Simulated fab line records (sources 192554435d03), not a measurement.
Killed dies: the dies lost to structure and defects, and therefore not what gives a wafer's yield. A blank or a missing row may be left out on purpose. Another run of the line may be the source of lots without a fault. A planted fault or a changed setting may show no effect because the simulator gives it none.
Which tool did it? ; flow n5-finfet ; 9 lots with 27 wafers sampled at 5 steps, on a route of 1938 steps

WHAT EACH GAUGE READ, for each wafer
N5_MOL_CONTACT_COAG_CD_MEAS_84: the cd target is 25.1 nm. Usual: cd-nm reads 25.08 nm (standard deviation 0.27).
lot;measured;on;cd-nm (nm);flag
L853;day 5 03:58;cd-sem-03;25.36 25.17 25.14;
L854;day 5 08:35;cd-sem-03;24.99 25.04 25.41;
L857;day 6 04:31;cd-sem-03;24.80 25.24 24.88;
L862;day 7 11:58;cd-sem-01;25.42 25.65 25.06;
L868;day 8 23:49;cd-sem-03;24.48 25.29 24.68;
L869;day 9 11:40;cd-sem-03;24.77 25.23 25.42;
L872;day 9 19:04;cd-sem-02;24.99 24.95 25.17;
L874;day 10 06:53;cd-sem-03;25.42 24.68 24.37;
L876;day 10 20:39;cd-sem-01;24.98 24.45 25.18;

N5_BEOL_M4_RC_MEAS_101. Usual: DIBL_N 36.4 mV/V, standard deviation 1.5; DIBL_P 36.6 mV/V, standard deviation 1.9; IOFF_N 0.155 nA/um, standard deviation 0.021; IOFF_P 0.211 nA/um, standard deviation 0.028; ION_N 671 uA/um, standard deviation 8.6; ION_P 462 uA/um, standard deviation 5.8; SS_N 71.5 mV/dec, standard deviation 0.5; SS_P 73.4 mV/dec, standard deviation 0.58; VT_N 250.1 mV, standard deviation 2.4; VT_P -250.1 mV, standard deviation 3.
lot;measured;on;DIBL_N (mV/V);DIBL_P (mV/V);IOFF_N (nA/um);IOFF_P (nA/um);ION_N (uA/um);ION_P (uA/um);SS_N (mV/dec);SS_P (mV/dec);VT_N (mV);VT_P (mV);flag
L853;day 7 23:52;prober-02;35.7 35.3 35.8;35.0 35.4 34.5;0.134 0.138 0.142;0.193 0.200 0.189;674 667 685;457 464 461;71.2 71.4 71.5;72.5 72.0 72.8;250.6 248.9 250.2;-250.8 -251.9 -252.8;
L854;day 8 08:29;prober-01;35.7 36.7 35.8;35.7 36.6 35.5;0.152 0.157 0.149;0.207 0.215 0.198;677 676 664;464 468 460;71.3 71.8 71.7;73.3 73.8 74.5;249.9 249.4 251.1;-250.3 -251.7 -249.5;
L857;day 8 18:59;prober-02;35.9 34.8 36.2;35.7 34.6 35.7;0.146 0.130 0.145;0.173 0.158 0.171;668 665 664;450 448 456;71.1 70.9 70.9;73.6 73.4 73.4;250.3 251.9 248.6;-254.6 -256.9 -255.1;
L862;day 10 08:18;prober-02;37.3 36.9 38.4;36.8 34.5 37.2;0.157 0.142 0.170;0.208 0.175 0.222;676 670 679;460 454 466;71.5 71.5 71.0;73.1 72.3 73.1;250.6 249.8 250.6;-246.9 -251.8 -248.8;
L868;day 11 13:08;prober-02;36.7 37.1 37.5;36.3 36.5 38.4;0.153 0.157 0.169;0.211 0.212 0.252;667 678 690;461 467 474;71.8 71.4 71.5;73.5 73.0 74.4;250.2 248.7 245.7;-251.3 -250.3 -248.6;
L869;day 12 09:46;prober-01;37.7 37.2 38.2;37.4 37.2 38.3;0.158 0.149 0.169;0.238 0.240 0.260;669 665 671;463 462 471;72.0 71.5 71.9;73.7 73.4 73.4;249.9 249.9 249.4;-249.9 -250.2 -246.3;
L872;day 12 16:26;prober-01;36.9 37.9 37.3;37.3 38.5 37.8;0.160 0.186 0.171;0.221 0.218 0.209;665 686 677;459 461 460;71.8 71.9 71.3;73.4 73.7 73.5;252.5 247.3 247.6;-247.9 -250.5 -250.5;
L874;day 13 15:49;prober-01;39.8 39.0 38.5;41.7 41.0 39.3;0.233 0.208 0.171;0.282 0.272 0.232;702 686 672;480 467 463;72.2 72.0 71.9;74.6 74.7 73.8;243.9 247.7 251.6;-246.3 -247.1 -249.3;
L876;day 13 20:34;prober-02;37.5 36.8 38.2;37.3 37.3 38.1;0.160 0.155 0.175;0.168 0.173 0.183;675 675 691;452 458 461;72.1 70.9 71.8;73.6 73.6 73.1;248.8 248.2 247.3;-257.4 -256.5 -256.1;

EACH LOT AND THE TOOL THAT RAN IT (in order: tool; ch and the chambers of the sampled wafers; start)
lot;N5_MOL_CONTACT_COAG_ETCH_59;N5_MOL_CONTACT_COAG_ETCH_106;N5_MOL_CONTACT_COAG_CMP_28
L853;rie-diel-06 ch 0,2,3, day 4 17:19;rie-diel-06 ch 0,2,3, day 4 17:22;cmp-01 ch 0,2,3, day 5 02:37
L854;rie-diel-04 ch 0,1,2, day 4 22:34;rie-diel-04 ch 0,1,2, day 4 22:37;cmp-02 ch 0,2,3, day 5 07:05
L857;rie-diel-01 ch 0,2,3, day 5 19:49;rie-diel-01 ch 0,2,3, day 5 19:52;cmp-01 ch 0,1,3, day 6 03:23
L862;rie-diel-01 ch 1,3, day 7 00:29;rie-diel-01 ch 1,3, day 7 00:32;cmp-02 ch 1,3, day 7 10:48
L868;rie-diel-01 ch 0,3, day 8 12:29;rie-diel-01 ch 0,3, day 8 12:32;cmp-01 ch 1,3, day 8 22:26
L869;rie-diel-04 ch 0,2, day 8 23:40;rie-diel-04 ch 0,2, day 8 23:43;cmp-01 ch 1,2,3, day 9 10:25
L872;rie-diel-06 ch 0,1,3, day 9 10:27;rie-diel-06 ch 0,1,3, day 9 10:30;cmp-02 ch 0,2,3, day 9 17:45
L874;rie-diel-01 ch 0,1,2, day 9 21:11;rie-diel-01 ch 0,1,2, day 9 21:14;cmp-02 ch 0,2, day 10 05:05
L876;rie-diel-06 ch 1,2,3, day 10 10:30;rie-diel-06 ch 1,2,3, day 10 10:33;cmp-03 ch 0,2, day 10 19:28
- N5_MOL_CONTACT_COAG_ETCH_59: etches underlayer in N2/H2, target depth 13 nm, time 10.4 s.
- N5_MOL_CONTACT_COAG_ETCH_106: etches SOC in N2/H2, target depth 80 nm, overetch 16 nm, time 120 s.
- N5_MOL_CONTACT_COAG_CMP_28: polishes, stops on SiNx, t overpolish 0.85 s, target thk 14.522 nm.

WHAT THE TOOLS THEMSELVES READ (means of the sampled wafers that have a number; where no wafer has one, the mark that the record gives instead)
N5_MOL_CONTACT_COAG_ETCH_59. Usual: drypump-motor-current-A 5.6 A, standard deviation 0.48; etch-rf-on-time-s 10.39 s, standard deviation 0.14; oes-product-au 0.68 a.u., standard deviation 0.086; rf-vpp-V 524.1 V, standard deviation 2.1; showerhead-plenum-p-Torr 2.56 Torr, standard deviation 0.072; throttle-valve-pct 17.87 %, standard deviation 0.22.
lot;tool;drypump-motor-current-A (A);etch-rf-on-time-s (s);oes-product-au (a.u.);rf-vpp-V (V);showerhead-plenum-p-Torr (Torr);throttle-valve-pct (%);flag
L853;rie-diel-06;5.9;10.34;0.65;525.9;2.61;17.92;
L854;rie-diel-04;5.9;10.56;0.60;522.1;2.49;18.13;
L857;rie-diel-01;5.6;10.36;0.68;525.2;2.59;17.92;
L862;rie-diel-01;5.2;10.26;0.81;523.5;2.54;17.57;
L868;rie-diel-01;5.5;10.24;0.80;525.0;2.61;17.92;
L869;rie-diel-04;6.2;10.27;0.74;526.0;2.65;17.99;
L872;rie-diel-06;5.9;10.47;0.62;525.5;2.60;17.94;
L874;rie-diel-01;5.2;10.24;0.71;523.3;2.54;17.81;
L876;rie-diel-06;5.8;10.41;0.66;524.0;2.54;17.83;

N5_MOL_CONTACT_COAG_ETCH_106. Usual: drypump-motor-current-A 5.6 A, standard deviation 0.48; oes-product-au 0.71 a.u., standard deviation 0.087; rf-vpp-V 524.2 V, standard deviation 2.1; showerhead-plenum-p-Torr 2.56 Torr, standard deviation 0.072; throttle-valve-pct 17.84 %, standard deviation 0.22.
lot;tool;drypump-motor-current-A (A);oes-product-au (a.u.);rf-vpp-V (V);showerhead-plenum-p-Torr (Torr);throttle-valve-pct (%);flag
L853;rie-diel-06;5.9;0.68;526.1;2.61;17.90;
L854;rie-diel-04;5.9;0.64;522.5;2.49;18.10;
L857;rie-diel-01;5.6;0.72;524.9;2.59;17.90;
L862;rie-diel-01;5.1;0.83;523.3;2.54;17.54;
L868;rie-diel-01;5.5;0.83;526.0;2.61;17.89;
L869;rie-diel-04;6.2;0.76;526.3;2.65;17.96;
L872;rie-diel-06;5.9;0.65;525.7;2.60;17.91;
L874;rie-diel-01;5.3;0.75;523.7;2.54;17.77;
L876;rie-diel-06;5.8;0.69;524.5;2.54;17.80;

N5_MOL_CONTACT_COAG_CMP_28. Usual: motor-current-A 12.3 A, standard deviation 1.6; platen-rpm 51.80 rpm, standard deviation 0.033; retaining-ring-pressure-frac 1.000, standard deviation 0.0053; time-to-endpoint-s 5.6 s, standard deviation 1.8.
lot;tool;motor-current-A (A);platen-rpm (rpm);retaining-ring-pressure-frac;time-to-endpoint-s (s);flag
L853;cmp-01;12.7;51.83;1.000;6.2;
L854;cmp-02;12.2;51.81;1.003;4.3;
L857;cmp-01;11.2;51.79;1.000;6.7;
L862;cmp-02;13.1;51.80;1.005;4.9;
L868;cmp-01;10.2;49.73;1.003;3.0;OFF
L869;cmp-01;11.3;49.71;1.005;4.0;OFF
L872;cmp-02;12.4;51.80;0.997;3.9;
L874;cmp-02;11.9;51.80;0.999;7.3;
L876;cmp-03;11.8;51.79;1.000;7.9;

THE ANSWER, worked out from the rows above alone
Rule: lot off if the mean of its wafers having a number is beyond 3 standard deviations from the usual mean. A lot without any number at a reading at which 4 lots or more have one is off too. Any other lot the step has rows for is counted as sound. First the gauges in route order, then the tools' own readings, where a lot's mean is used as printed above. At the first step where some lot is off, the reading lying furthest off is the one used; lots without a number count as furthest.
Off: L868, L869, at N5_MOL_CONTACT_COAG_CMP_28 (platen-rpm).
If a tool, at that step or one of the process steps before it, ran each lot that is off and ran no sound lot following the first of them, it fits. One fits: cmp-01 at N5_MOL_CONTACT_COAG_CMP_28. Its last sound lot is L857 (day 6 03:23), its first lot that is off L868 (day 8 22:26): a fault that began between those two fits.
The tool's own readings at N5_MOL_CONTACT_COAG_CMP_28 bear it out: on the lots that are off they differ by more than 5 times the standard deviation of the sound lots' means. platen-rpm reads 49.72 rpm there against 51.80 rpm on the sound lots.

WHAT THE SIMULATOR PUT IN
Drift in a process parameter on cmp-01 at N5_MOL_CONTACT_COAG_CMP_28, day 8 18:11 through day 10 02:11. Setting platen-rpm, moved by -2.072, from 51.8. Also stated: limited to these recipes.
Lots struck among those shown: L868, L869. The rule above reached the same finding.
